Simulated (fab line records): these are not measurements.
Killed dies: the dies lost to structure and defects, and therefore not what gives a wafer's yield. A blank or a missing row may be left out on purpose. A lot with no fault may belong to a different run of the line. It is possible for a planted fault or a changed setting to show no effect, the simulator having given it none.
Matching of chambers | flow n5Finfet | 3 sister chambers for N5_BEOL_M1_ILD_DEP_00 on pecvd-03
The step deposits SiOC from DEMS/O2, target thk 79 nm, time 15.3 s. 16 wafers are shown with their chamber, then 7 later ones without.

## WAFERS, EACH WITH ITS CHAMBER
wafer  | chamber | throttleValvePct (%) | heaterPowerW (W) | showerheadPlenumPTorr (Torr)
L632.1 | 0       | 14.7                 | 516              | 5.677
L632.3 | 2       | 10.5                 | 577              | 5.682
L632.5 | 0       | 14.7                 | 522              | 5.687
L638.3 | 2       | 10.8                 | 472              | 5.676
L638.5 | 0       | 14.7                 | 527              | 5.680
L638.6 | 1       | 12.3                 | 381              | 5.681
L641.1 | 2       | 10.9                 | 463              | 5.677
L641.4 | 0       | 14.7                 | 491              | 5.676
L641.6 | 1       | 12.3                 | 405              | 5.670
L642.1 | 1       | 12.5                 | 378              | 5.679
L642.2 | 0       | 14.4                 | 426              | 5.686
L642.3 | 2       | 10.8                 | 564              | 5.668
L647.1 | 0       | 14.7                 | 508              | 5.699
L647.3 | 1       | 12.2                 | 417              | 5.663
L647.6 | 1       | 12.5                 | 407              | 5.671
L650.1 | 2       | 10.9                 | 508              | 5.701

SIGNATURES (means of the wafers above)
reading               | chamber 0 | chamber 1 | chamber 2 | scatter within a chamber
throttleValvePct      | 14.650    | 12.360    | 10.780    | 0.14
heaterPowerW          | 498.33    | 397.60    | 516.80    | 38.3
showerheadPlenumPTorr | 5.68417   | 5.67280   | 5.68080   | 0.00957
Rule: distance of a wafer from a chamber = root of the sum over the readings of ((wafer's reading minus chamber's mean) / reading's scatter) squared. The wafer belongs to the nearest chamber; if the next one is less than 2 further off, it can't be placed. The scatter: the root of (the sum of the squares of (reading less its chamber's mean) over the shown wafers, divided by (wafers less chambers)).

## WAFERS WITHOUT THEIR CHAMBER
wafer  | throttleValvePct (%) | heaterPowerW (W) | showerheadPlenumPTorr (Torr)
L650.3 | 14.8                 | 474              | 5.684
L650.4 | 10.8                 | 523              | 5.683
L651.3 | 14.8                 | 526              | 5.691
L651.4 | 12.6                 | 417              | 5.663
L651.6 | 10.8                 | 550              | 5.701
L654.2 | 14.4                 | 526              | 5.688
L654.5 | 10.8                 | 575              | 5.681

## WHICH CHAMBER EACH ONE RAN IN
wafer  | from the rows above | in truth
L650.3 | 0                   | 0
L650.4 | 2                   | 2
L651.3 | 0                   | 0
L651.4 | 1                   | 1
L651.6 | 2                   | 2
L654.2 | 0                   | 0
L654.5 | 2                   | 2
Correctly placed: 7 of 7. Not placeable from these rows: 0. Wrongly placed: 0.
